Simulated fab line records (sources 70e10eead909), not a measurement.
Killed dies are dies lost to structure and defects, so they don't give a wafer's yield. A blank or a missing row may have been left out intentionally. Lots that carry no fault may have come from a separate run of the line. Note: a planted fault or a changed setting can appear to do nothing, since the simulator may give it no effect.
Matching of chambers / flow nandHarc / NHARC_A_WL_FILL_ALD_10 on aldHk-03: 4 sister chambers
The step deposits SiO2, target thk 50 nm, pulse time 10 s, ald cycles 500. 14 wafers are shown with their chamber, then 7 later ones without.

## WAFERS PAIRED WITH THEIR CHAMBERS
wafer=L863.2; chamber=3; heaterPowerW (W)=417; heaterPowerOuterW (W)=239; precursorPulseHeightRel=1.003
wafer=L863.5; chamber=1; heaterPowerW (W)=633; heaterPowerOuterW (W)=319; precursorPulseHeightRel=1.008
wafer=L863.6; chamber=2; heaterPowerW (W)=448; heaterPowerOuterW (W)=268; precursorPulseHeightRel=1.040
wafer=L869.3; chamber=1; heaterPowerW (W)=635; heaterPowerOuterW (W)=327; precursorPulseHeightRel=0.989
wafer=L869.4; chamber=0; heaterPowerW (W)=487; heaterPowerOuterW (W)=273; precursorPulseHeightRel=1.001
wafer=L869.5; chamber=1; heaterPowerW (W)=631; heaterPowerOuterW (W)=317; precursorPulseHeightRel=1.046
wafer=L875.2; chamber=2; heaterPowerW (W)=457; heaterPowerOuterW (W)=271; precursorPulseHeightRel=1.038
wafer=L875.5; chamber=2; heaterPowerW (W)=453; heaterPowerOuterW (W)=276; precursorPulseHeightRel=0.996
wafer=L875.6; chamber=3; heaterPowerW (W)=426; heaterPowerOuterW (W)=236; precursorPulseHeightRel=0.980
wafer=L874.1; chamber=2; heaterPowerW (W)=453; heaterPowerOuterW (W)=273; precursorPulseHeightRel=1.015
wafer=L874.4; chamber=1; heaterPowerW (W)=641; heaterPowerOuterW (W)=316; precursorPulseHeightRel=0.969
wafer=L874.6; chamber=1; heaterPowerW (W)=648; heaterPowerOuterW (W)=319; precursorPulseHeightRel=0.983
wafer=L884.2; chamber=3; heaterPowerW (W)=419; heaterPowerOuterW (W)=240; precursorPulseHeightRel=0.970
wafer=L884.3; chamber=0; heaterPowerW (W)=504; heaterPowerOuterW (W)=294; precursorPulseHeightRel=0.991

SIGNATURES (means of the wafers above)
reading=heaterPowerW; chamber 0=495.50; chamber 1=637.60; chamber 2=452.75; chamber 3=420.67; scatter within a chamber=6.49
reading=heaterPowerOuterW; chamber 0=283.50; chamber 1=319.60; chamber 2=272.00; chamber 3=238.33; scatter within a chamber=5.82
reading=precursorPulseHeightRel; chamber 0=0.99600; chamber 1=0.99900; chamber 2=1.02225; chamber 3=0.98433; scatter within a chamber=0.0234
Rule: a wafer's distance from a chamber is the root of the sum, over the readings, of the square of ((its reading less the chamber's mean) divided by the reading's scatter). If the next closest chamber is less than 2 further off than the closest, the wafer can't be placed; otherwise it belongs to the closest. The scatter: take each reading less its chamber's mean, square it, sum over the shown wafers, divide by the number of wafers less the number of chambers, and take the root.

## WAFERS WHOSE CHAMBER IS MISSING
wafer=L884.6; heaterPowerW (W)=425; heaterPowerOuterW (W)=237; precursorPulseHeightRel=1.042
wafer=L885.2; heaterPowerW (W)=425; heaterPowerOuterW (W)=240; precursorPulseHeightRel=0.975
wafer=L885.3; heaterPowerW (W)=499; heaterPowerOuterW (W)=279; precursorPulseHeightRel=0.999
wafer=L885.4; heaterPowerW (W)=461; heaterPowerOuterW (W)=267; precursorPulseHeightRel=0.961
wafer=L886.2; heaterPowerW (W)=449; heaterPowerOuterW (W)=272; precursorPulseHeightRel=0.986
wafer=L886.4; heaterPowerW (W)=425; heaterPowerOuterW (W)=235; precursorPulseHeightRel=0.985
wafer=L886.1; heaterPowerW (W)=624; heaterPowerOuterW (W)=313; precursorPulseHeightRel=0.993

## CHAMBER TAKEN BY EACH
wafer=L884.6; from the rows above=3; in truth=3
wafer=L885.2; from the rows above=3; in truth=3
wafer=L885.3; from the rows above=0; in truth=0
wafer=L885.4; from the rows above=2; in truth=2
wafer=L886.2; from the rows above=2; in truth=2
wafer=L886.4; from the rows above=3; in truth=3
wafer=L886.1; from the rows above=1; in truth=1
7 of 7 placed correctly. Not placeable from these rows: 0. Wrongly placed: 0.
